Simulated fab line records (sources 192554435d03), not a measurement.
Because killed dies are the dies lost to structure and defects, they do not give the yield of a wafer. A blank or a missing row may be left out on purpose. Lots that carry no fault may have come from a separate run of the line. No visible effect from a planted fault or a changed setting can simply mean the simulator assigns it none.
A struck lot beside a sound one    flow n5_finfet    16 out of 1938 route steps
Sound: these wafers, L492.1, L492.4, L492.6. Struck: wafer L484.1 (left out: L484.4, L484.5 of the same lot, which were not struck); the cause appears at the end.
Order at every step that has rows: each side's tool, ch and its chambers, its first start. Under that, the readings that differ: sound wafers    struck wafers    difference of the means    sigmas: that difference in standard deviations of wafers without a fault.
alike: readings whose means differ by less than 2 such deviations, and words and numbers that are the same on both sides. not compared: withheld readings, readings that some wafer has no value for, bounds like >300 that may hide the same value, and numbers for which the record gives no deviation and whose values overlap.
Wherever a step has rows on one side only, a row that says differs or no value, or a row with sigmas, the two part there. Non-overlapping numbers with no deviation appear without sigmas and do not part them. A reading missing from all wafers of one side parts the sides only when that side holds two or more wafers.

first, 8 steps without rows for these wafers: N5_HKMG_FIN_COAT_41 (time 60 s, resist thk 300 nm); N5_HKMG_FIN_COAT_42 (time 60 s, resist thk 35 nm); N5_HKMG_FIN_COAT_43 (resist thk 90 nm); N5_HKMG_FIN_EBR_45; N5_HKMG_FIN_SOFTBAKE_44 (time 60 s); N5_HKMG_FIN_EXPOSE_46 (exposes mask NDIPOLE); N5_HKMG_FIN_PEB_47 (peb time 60 s); N5_HKMG_FIN_DEVELOP_48 (develop time 30 s).
N5_HKMG_FIN_CD_MEAS_49 targets a cd of 202 nm.
  sound on cd_sem-01 ch 0, day 8 01:53; struck on cd_sem-03 ch 0, day 6 02:11
  alike: cd_nm
N5_HKMG_FIN_OVL_MEAS_50:
  sound on overlay-02 ch 0, day 8 01:55; struck on overlay-01 ch 0, day 6 02:13
  alike: NDIPOLE_OVL
N5_HKMG_FIN_INSPECT_61: inspects for defects (macro).
  struck on defect_inspect-02, day 6 02:14; sound on defect_inspect-01, day 8 01:56
  alike: raw_defect_count
N5_HKMG_FIN_DESCUM_53: chemistry O2, time 7.9 s.
  sound on rie_diel-03 ch 0,2,3, day 8 01:58; struck on rie_diel-04 ch 0, day 6 02:53
  alike: drypump_motor_current_A, oes_product_au, rf_vpp_V, showerhead_plenum_p_Torr, throttle_valve_pct
  not compared: rf_hours_counter_h
N5_HKMG_FIN_ETCH_54: etches SiARC in CF4, target depth 45.5 nm, time 75.8 s.
  sound on rie_diel-03 ch 0,2,3, day 8 02:00; struck on rie_diel-04 ch 0, day 6 02:55
reading                sound           struck  difference  sigmas
etch_rf_on_time_s (s)  77.6 76.1 74.4  46.2    -29.8       -25
oes_product_au (a.u.)  0.59 0.66 0.78  0.97    +0.29       +4
  alike: drypump_motor_current_A, rf_vpp_V, showerhead_plenum_p_Torr, throttle_valve_pct
  not compared: rf_hours_counter_h
N5_HKMG_FIN_ETCH_55: etches SOC in N2/H2, target depth 240 nm, time 300 s.
  sound on rie_diel-03 ch 0,2,3, day 8 02:04; struck on rie_diel-04 ch 0, day 6 02:58
  alike: drypump_motor_current_A, oes_product_au, rf_vpp_V, showerhead_plenum_p_Torr, throttle_valve_pct
  not compared: rf_hours_counter_h
-- here the record skips 4 days between the struck wafers' starts before and after, leaving off in module HKMG_FIN and picking up in module BEOL_M4 (first step shown: number 1111 of the route) --
N5_BEOL_M4_RC_MEAS_101:
  sound on prober-01 ch 0, day 12 06:48; struck on prober-02 ch 0, day 9 22:32
  alike: DIBL_N, DIBL_P, IOFF_N, IOFF_P, ION_N, ION_P, SS_N, SS_P, VT_N, VT_P
-- the record jumps here: 5 days lie between the struck wafers' starts before and after (it left off in module BEOL_M4 and takes up again in module PASSIVATION, whose first step shown is number 1936 of the route) --
N5_PASSIVATION_PROBE_49:
  struck on prober-02, day 14 11:43; sound on prober-02, day 16 22:41
reading              sound     struck  difference  sigmas
killed_at_front_end  26 27 30  48      +20         +2
  alike: defect_limited_yield, killed_at_M0_to_M3, killed_at_M4_up, killed_at_contacts, killed_at_other, killed_dies, killed_open, killed_short, sort_bin_5_function, sort_bin_6_memory, sort_n_pass, sort_yield_pct

## WHERE THEY PART
Earliest at N5_HKMG_FIN_ETCH_54; latest, in this record, at N5_PASSIVATION_PROBE_49.

WHY: what the simulator had put in
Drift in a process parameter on rie_diel-04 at N5_HKMG_FIN_ETCH_54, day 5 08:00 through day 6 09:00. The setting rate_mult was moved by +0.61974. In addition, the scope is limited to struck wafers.
